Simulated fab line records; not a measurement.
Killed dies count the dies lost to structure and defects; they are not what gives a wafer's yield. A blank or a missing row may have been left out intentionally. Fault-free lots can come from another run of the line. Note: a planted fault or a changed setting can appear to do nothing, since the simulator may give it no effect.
Matching of chambers :: flow n5_finfet :: rie_diel-06 running N5_BEOL_M7_DESCUM_33: 4 sister chambers
The step chemistry O2, time 7 s. 4 wafers are shown with their chamber, then 10 later ones without.

EACH WAFER AND ITS CHAMBER
wafer: L088.2
chamber: 3
drypump_motor_current_A (A): 5.2

wafer: L088.5
chamber: 1
drypump_motor_current_A (A): 5.7

wafer: L090.2
chamber: 0
drypump_motor_current_A (A): 5.4

wafer: L090.3
chamber: 2
drypump_motor_current_A (A): 5.8

WAFERS WHOSE CHAMBER IS MISSING
wafer: L090.4
drypump_motor_current_A (A): 5.2

wafer: L093.1
drypump_motor_current_A (A): 5.2

wafer: L093.3
drypump_motor_current_A (A): 5.4

wafer: L093.6
drypump_motor_current_A (A): 5.4

wafer: L095.2
drypump_motor_current_A (A): 5.4

wafer: L095.3
drypump_motor_current_A (A): 5.7

wafer: L095.6
drypump_motor_current_A (A): 5.2

wafer: L096.4
drypump_motor_current_A (A): 5.4

wafer: L096.5
drypump_motor_current_A (A): 5.8

wafer: L096.6
drypump_motor_current_A (A): 5.1

WHICH CHAMBER EACH WENT THROUGH
wafer: L090.4
from the rows above: 3
in truth: 3

wafer: L093.1
from the rows above: 3
in truth: 3

wafer: L093.3
from the rows above: 0
in truth: 0

wafer: L093.6
from the rows above: 0
in truth: 0

wafer: L095.2
from the rows above: 0
in truth: 0

wafer: L095.3
from the rows above: 1
in truth: 1

wafer: L095.6
from the rows above: 3
in truth: 3

wafer: L096.4
from the rows above: 0
in truth: 0

wafer: L096.5
from the rows above: 2
in truth: 2

wafer: L096.6
from the rows above: 3
in truth: 3
Correct placement for 10 of the 10. From these rows, 0 cannot be placed. Wrongly placed: 0.
How it was worked out, from the rows above alone: a wafer's distance from a chamber is the root of the sum, over the readings, of the square of ((its reading less the chamber's mean) divided by the reading's scatter). If the next closest chamber is less than 2 further off than the closest, the wafer can't be placed; otherwise it belongs to the closest. Each chamber's mean is taken over the wafers shown for it. The scatter: root of mean squared gap, hidden wafer to nearest shown wafer, with one shown wafer a chamber.
